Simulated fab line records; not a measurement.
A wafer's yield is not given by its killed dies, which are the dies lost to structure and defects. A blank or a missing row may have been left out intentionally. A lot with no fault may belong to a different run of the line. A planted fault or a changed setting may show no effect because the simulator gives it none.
Matching of chambers -- flow nand-harc -- cmp-04 running NHARC_P_BONDPAD_CMP_19: 4 sister chambers
The step polishes, t overpolish 30 s, cu recess touch 16 s, target thk 160.81 nm. 14 wafers are shown with their chamber, then 7 later ones without.

## EACH WAFER AND ITS CHAMBER
wafer,chamber,motor-current-A (A),overpolish-run-s (s)
L560.1,0,11.0,30.010
L560.3,3,12.9,30.006
L560.5,0,10.3,30.010
L563.1,2,12.5,30.000
L563.5,3,13.0,30.010
L563.6,0,10.8,30.002
L564.4,1,11.5,29.995
L564.5,2,11.8,30.009
L564.6,1,11.9,30.010
L566.1,0,11.0,30.007
L566.4,1,12.0,29.991
L566.5,2,12.3,29.987
L567.1,0,10.6,30.016
L567.3,2,11.6,30.001

SIGNATURES (averages over the wafers above)
reading,chamber 0,chamber 1,chamber 2,chamber 3,scatter within a chamber
motor-current-A,10.740,11.800,12.050,12.950,0.32
overpolish-run-s,30.00900,29.99867,29.99925,30.00800,0.00749
Rule: distance of a wafer from a chamber = root of the sum over the readings of ((wafer's reading minus chamber's mean) / reading's scatter) squared. The wafer belongs to the nearest chamber; if the next one is less than 2 further off, it can't be placed. The scatter: take each reading less its chamber's mean, square it, sum over the shown wafers, divide by the number of wafers less the number of chambers, and take the root.

## WAFERS MISSING THEIR CHAMBER
wafer,motor-current-A (A),overpolish-run-s (s)
L567.4,12.3,30.001
L583.3,11.8,30.005
L583.4,12.0,30.010
L583.6,10.8,30.007
L582.2,10.8,30.002
L582.5,13.0,30.015
L582.6,10.5,30.007

## EACH ONE'S CHAMBER
wafer,from the rows above,in truth
L567.4,can't be placed: 2 or 1 or 3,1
L583.3,can't be placed: 1 or 2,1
L583.4,can't be placed: 2 or 1 or 3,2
L583.6,0,0
L582.2,0,0
L582.5,3,3
L582.6,0,0
Placed correctly: 4 of 7. Cannot be placed on the basis of these rows: 3; the candidates contain the true chamber in 3. Wrongly placed: 0.
